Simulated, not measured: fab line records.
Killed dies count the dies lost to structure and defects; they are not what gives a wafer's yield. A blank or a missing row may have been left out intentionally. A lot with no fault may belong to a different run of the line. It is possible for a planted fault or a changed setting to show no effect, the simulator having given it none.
Chamber matching ; flow n5-finfet ; pecvd-04 running N5_BEOL_M7_DEP_56: 3 sister chambers
The step deposits SiCN from 3MS/NH3, target thk 10 nm, time 17.5 s. 6 wafers are shown with their chamber, then 12 later ones without.

## WAFERS, EACH WITH ITS CHAMBER
wafer;chamber;throttle-valve-pct (%);showerhead-plenum-p-Torr (Torr)
L079.2;2;8.4;3.663
L085.2;0;8.6;3.642
L085.6;0;8.7;3.633
L088.2;2;8.6;3.671
L088.3;1;9.6;3.647
L088.4;1;9.8;3.657

## WAFERS MISSING THEIR CHAMBER
wafer;throttle-valve-pct (%);showerhead-plenum-p-Torr (Torr)
L086.1;9.7;3.650
L086.3;8.8;3.635
L086.5;8.8;3.660
L090.3;9.0;3.641
L090.4;8.7;3.664
L090.6;8.5;3.642
L091.2;9.4;3.654
L091.5;8.8;3.637
L091.6;9.4;3.656
L093.2;9.7;3.656
L093.3;8.6;3.636
L093.4;9.7;3.655

## CHAMBER TAKEN BY EACH
wafer;from the rows above;in truth
L086.1;1;1
L086.3;0;0
L086.5;can't be placed: 2 or 0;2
L090.3;0;0
L090.4;2;2
L090.6;0;0
L091.2;1;1
L091.5;0;0
L091.6;1;1
L093.2;1;1
L093.3;0;0
L093.4;1;1
Correctly placed: 11 of 12. Unplaceable from these rows: 1, with the true chamber sitting among the candidates in 1. Number placed wrongly: 0.
How it was worked out, from the rows above alone: a wafer's distance from a chamber is the root of the sum, over the readings, of the square of ((its reading less the chamber's mean) divided by the reading's scatter). The wafer belongs to the nearest chamber; if the next one is less than 2 further off, it can't be placed. The mean given for a chamber averages the wafers shown for that chamber. The scatter is the square root of a quotient: the sum, over the shown wafers, of each reading's squared deviation from its chamber's mean, divided by wafers minus chambers.
